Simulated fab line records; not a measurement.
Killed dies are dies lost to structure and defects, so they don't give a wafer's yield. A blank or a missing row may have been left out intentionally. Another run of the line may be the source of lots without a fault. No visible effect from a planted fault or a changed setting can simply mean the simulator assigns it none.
One fault through the eyes of 2 desks -- flow n5 finfet -- numbers are kept per desk, each desk with only its own; the story behind them comes last

== THE TOOL OWNER'S DESK: cmp-02 ==
The tool's own readings at N5_BEOL_M3_CMP_52 (polishes, stops on SiOC, t overpolish 6.8 s, target thk 40 nm): means of the sampled wafers that have a number, for each lot that ran on this tool. A lot is out of limits, marked OUT, if its mean lies more than 4 standard deviations from the usual mean; the brackets give that distance.
Columns: A = barrier field endpoint s at N5_BEOL_M3_CMP_52, usual 24.8 s; B = head pressure psi at N5_BEOL_M3_CMP_52, usual 1.0000 psi; C = motor current A at N5_BEOL_M3_CMP_52, usual 6.1 A; D = overpolish run s at N5_BEOL_M3_CMP_52, usual 6.801 s; E = time to endpoint s at N5_BEOL_M3_CMP_52, usual 63 s
lot,first seen here,A,B,C,D,E
L181,day 8 11:43,25.6,0.9990,6.8,6.800,62
L183,day 8 19:41,24.2,1.0002,6.6,6.798,65
L184,day 9 09:10,25.2,1.0012,7.1,6.804,63
L187,day 10 01:46,24.8,0.9990,6.2,6.804,67
L189,day 10 14:31,26.3,0.9614 (-19) OUT,6.8,6.803,66
This desk's finding: out of limits on L189; first on L189, day 10 14:31 (head pressure psi at N5_BEOL_M3_CMP_52). In limits: L181, L183, L184, L187.

== THE METROLOGY DESK ==
Means of the sampled wafers that have a number, per lot and without regard to the tool the lot ran on: this is what the gauges read. A lot is out of limits, marked OUT, if its mean lies more than 4 standard deviations from the usual mean; the brackets give that distance. Of its 10 readings 7 are shown: those that lie furthest out on some lot.
Columns: A = DIBL_N at N5_BEOL_M4_RC_MEAS_101, usual 36.1 mV/V; B = DIBL_P at N5_BEOL_M4_RC_MEAS_101, usual 35.7 mV/V; C = IOFF_N at N5_BEOL_M4_RC_MEAS_101, usual 0.159 nA/um; D = IOFF_P at N5_BEOL_M4_RC_MEAS_101, usual 0.21 nA/um; E = ION_N at N5_BEOL_M4_RC_MEAS_101, usual 673 uA/um; F = ION_P at N5_BEOL_M4_RC_MEAS_101, usual 462 uA/um; G = VT_P at N5_BEOL_M4_RC_MEAS_101, usual -250 mV
lot,first seen here,A,B,C,D,E,F,G
L176,day 7 22:14,33.4,33.7,0.125,0.20,662,462,-249
L179,day 8 15:06,35.3,32.8,0.159,0.23,682,476,-246
L181,day 8 23:52,36.6,35.6,0.166,0.22,675,466,-248
L183,day 9 07:34,37.3,35.2,0.157,0.20,674,460,-250
L184,day 9 18:08,35.5,35.7,0.144,0.20,665,460,-250
L187,day 10 17:29,35.9,36.3,0.166,0.21,678,462,-250
L189,day 11 04:47,36.3,37.2,0.154,0.24,672,467,-247
L192,day 11 15:35,36.2,36.9,0.170,0.23,686,470,-246
L178,day 13 19:43,35.2,35.9,0.162,0.23,678,473,-246
L198,day 15 05:43,35.5,35.1,0.165,0.23,675,470,-244
Result from this desk: across the 10 lots, nothing is out of limits.

== ALL TOGETHER ==
The tool owner's desk had the chance to raise an alarm at day 10 14:31 on L189.
From the metrology desk's view, nothing was out of limits.
The metrology desk holds a record of L189, inside its limits.
The lots listed all ran N5_BEOL_M3_CMP_52 on cmp-02.

== WHAT THE SIMULATOR HAD PUT IN ==
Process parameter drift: cmp-02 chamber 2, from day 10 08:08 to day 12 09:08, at N5_BEOL_M3_CMP_52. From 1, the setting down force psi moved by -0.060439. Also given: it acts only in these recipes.
Lots struck among those shown: L189.
Hours from the fault's start to each desk's first reading out of limits: the tool owner's desk, 6.
